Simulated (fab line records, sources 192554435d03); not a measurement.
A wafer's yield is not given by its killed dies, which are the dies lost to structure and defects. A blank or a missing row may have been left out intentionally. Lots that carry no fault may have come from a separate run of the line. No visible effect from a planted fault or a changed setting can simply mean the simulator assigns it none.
Chamber matching || flow n5Finfet || rieDiel-05 running N5_BEOL_M8_DESCUM_16: 4 sister chambers
The step chemistry O2, time 7.9 s. 22 wafers are shown with their chamber, then 11 later ones without.

## WAFERS, EACH WITH ITS CHAMBER
{"wafer": "L075.1", "chamber": 3, "showerheadPlenumPTorr (Torr)": 2.21, "drypumpMotorCurrentA (A)": 5.2, "throttleValvePct (%)": 20.26}
{"wafer": "L075.3", "chamber": 0, "showerheadPlenumPTorr (Torr)": 2.04, "drypumpMotorCurrentA (A)": 5.8, "throttleValvePct (%)": 20.23}
{"wafer": "L075.5", "chamber": 1, "showerheadPlenumPTorr (Torr)": 2.04, "drypumpMotorCurrentA (A)": 5.6, "throttleValvePct (%)": 20.46}
{"wafer": "L080.1", "chamber": 0, "showerheadPlenumPTorr (Torr)": 2.03, "drypumpMotorCurrentA (A)": 5.8, "throttleValvePct (%)": 20.26}
{"wafer": "L080.4", "chamber": 2, "showerheadPlenumPTorr (Torr)": 2.14, "drypumpMotorCurrentA (A)": 6.5, "throttleValvePct (%)": 20.36}
{"wafer": "L080.5", "chamber": 1, "showerheadPlenumPTorr (Torr)": 2.03, "drypumpMotorCurrentA (A)": 5.6, "throttleValvePct (%)": 20.47}
{"wafer": "L082.1", "chamber": 2, "showerheadPlenumPTorr (Torr)": 2.14, "drypumpMotorCurrentA (A)": 6.5, "throttleValvePct (%)": 20.37}
{"wafer": "L082.2", "chamber": 0, "showerheadPlenumPTorr (Torr)": 2.03, "drypumpMotorCurrentA (A)": 5.7, "throttleValvePct (%)": 20.27}
{"wafer": "L082.4", "chamber": 1, "showerheadPlenumPTorr (Torr)": 2.03, "drypumpMotorCurrentA (A)": 5.7, "throttleValvePct (%)": 20.46}
{"wafer": "L084.3", "chamber": 0, "showerheadPlenumPTorr (Torr)": 2.03, "drypumpMotorCurrentA (A)": 5.8, "throttleValvePct (%)": 20.27}
{"wafer": "L084.4", "chamber": 2, "showerheadPlenumPTorr (Torr)": 2.14, "drypumpMotorCurrentA (A)": 6.6, "throttleValvePct (%)": 20.37}
{"wafer": "L084.6", "chamber": 2, "showerheadPlenumPTorr (Torr)": 2.14, "drypumpMotorCurrentA (A)": 6.5, "throttleValvePct (%)": 20.36}
{"wafer": "L083.1", "chamber": 2, "showerheadPlenumPTorr (Torr)": 2.14, "drypumpMotorCurrentA (A)": 6.5, "throttleValvePct (%)": 20.39}
{"wafer": "L083.3", "chamber": 3, "showerheadPlenumPTorr (Torr)": 2.21, "drypumpMotorCurrentA (A)": 5.2, "throttleValvePct (%)": 20.30}
{"wafer": "L083.5", "chamber": 3, "showerheadPlenumPTorr (Torr)": 2.20, "drypumpMotorCurrentA (A)": 5.2, "throttleValvePct (%)": 20.30}
{"wafer": "L085.3", "chamber": 0, "showerheadPlenumPTorr (Torr)": 2.03, "drypumpMotorCurrentA (A)": 5.8, "throttleValvePct (%)": 20.29}
{"wafer": "L085.5", "chamber": 2, "showerheadPlenumPTorr (Torr)": 2.14, "drypumpMotorCurrentA (A)": 6.5, "throttleValvePct (%)": 20.36}
{"wafer": "L085.6", "chamber": 1, "showerheadPlenumPTorr (Torr)": 2.03, "drypumpMotorCurrentA (A)": 5.7, "throttleValvePct (%)": 20.47}
{"wafer": "L088.1", "chamber": 3, "showerheadPlenumPTorr (Torr)": 2.20, "drypumpMotorCurrentA (A)": 5.2, "throttleValvePct (%)": 20.31}
{"wafer": "L088.3", "chamber": 2, "showerheadPlenumPTorr (Torr)": 2.14, "drypumpMotorCurrentA (A)": 6.5, "throttleValvePct (%)": 20.38}
{"wafer": "L088.4", "chamber": 1, "showerheadPlenumPTorr (Torr)": 2.03, "drypumpMotorCurrentA (A)": 5.7, "throttleValvePct (%)": 20.50}
{"wafer": "L090.1", "chamber": 0, "showerheadPlenumPTorr (Torr)": 2.02, "drypumpMotorCurrentA (A)": 5.7, "throttleValvePct (%)": 20.31}

SIGNATURES (means of the wafers above)
{"reading": "showerheadPlenumPTorr", "chamber 0": 2.0300, "chamber 1": 2.0320, "chamber 2": 2.1400, "chamber 3": 2.2050, "scatter within a chamber": 0.00459}
{"reading": "drypumpMotorCurrentA", "chamber 0": 5.767, "chamber 1": 5.660, "chamber 2": 6.514, "chamber 3": 5.200, "scatter within a chamber": 0.0434}
{"reading": "throttleValvePct", "chamber 0": 20.2717, "chamber 1": 20.4720, "chamber 2": 20.3700, "chamber 3": 20.2925, "scatter within a chamber": 0.0198}
Rule: a wafer's distance from a chamber is the root of the sum, over the readings, of the square of ((its reading less the chamber's mean) divided by the reading's scatter). The wafer belongs to the nearest chamber; if the next one is less than 2 further off, it can't be placed. The scatter is the square root of a quotient: the sum, over the shown wafers, of each reading's squared deviation from its chamber's mean, divided by wafers minus chambers.

## WAFERS WHOSE CHAMBER IS MISSING
{"wafer": "L090.3", "showerheadPlenumPTorr (Torr)": 2.14, "drypumpMotorCurrentA (A)": 6.5, "throttleValvePct (%)": 20.40}
{"wafer": "L090.5", "showerheadPlenumPTorr (Torr)": 2.02, "drypumpMotorCurrentA (A)": 5.6, "throttleValvePct (%)": 20.50}
{"wafer": "L092.1", "showerheadPlenumPTorr (Torr)": 2.02, "drypumpMotorCurrentA (A)": 5.8, "throttleValvePct (%)": 20.32}
{"wafer": "L092.2", "showerheadPlenumPTorr (Torr)": 2.02, "drypumpMotorCurrentA (A)": 5.6, "throttleValvePct (%)": 20.52}
{"wafer": "L092.3", "showerheadPlenumPTorr (Torr)": 2.14, "drypumpMotorCurrentA (A)": 6.5, "throttleValvePct (%)": 20.41}
{"wafer": "L094.3", "showerheadPlenumPTorr (Torr)": 2.02, "drypumpMotorCurrentA (A)": 5.8, "throttleValvePct (%)": 20.32}
{"wafer": "L094.5", "showerheadPlenumPTorr (Torr)": 2.13, "drypumpMotorCurrentA (A)": 6.5, "throttleValvePct (%)": 20.43}
{"wafer": "L094.6", "showerheadPlenumPTorr (Torr)": 2.02, "drypumpMotorCurrentA (A)": 5.6, "throttleValvePct (%)": 20.52}
{"wafer": "L096.1", "showerheadPlenumPTorr (Torr)": 2.13, "drypumpMotorCurrentA (A)": 6.6, "throttleValvePct (%)": 20.43}
{"wafer": "L096.4", "showerheadPlenumPTorr (Torr)": 2.13, "drypumpMotorCurrentA (A)": 6.5, "throttleValvePct (%)": 20.44}
{"wafer": "L096.5", "showerheadPlenumPTorr (Torr)": 2.02, "drypumpMotorCurrentA (A)": 5.6, "throttleValvePct (%)": 20.53}

## WHICH CHAMBER EACH ONE RAN IN
{"wafer": "L090.3", "from the rows above": 2, "in truth": 2}
{"wafer": "L090.5", "from the rows above": 1, "in truth": 1}
{"wafer": "L092.1", "from the rows above": 0, "in truth": 0}
{"wafer": "L092.2", "from the rows above": 1, "in truth": 1}
{"wafer": "L092.3", "from the rows above": 2, "in truth": 2}
{"wafer": "L094.3", "from the rows above": 0, "in truth": 0}
{"wafer": "L094.5", "from the rows above": 2, "in truth": 2}
{"wafer": "L094.6", "from the rows above": 1, "in truth": 1}
{"wafer": "L096.1", "from the rows above": 2, "in truth": 2}
{"wafer": "L096.4", "from the rows above": 2, "in truth": 2}
{"wafer": "L096.5", "from the rows above": 1, "in truth": 1}
Placed correctly: 11 of 11. Number that these rows cannot place: 0. 0 placed wrongly.
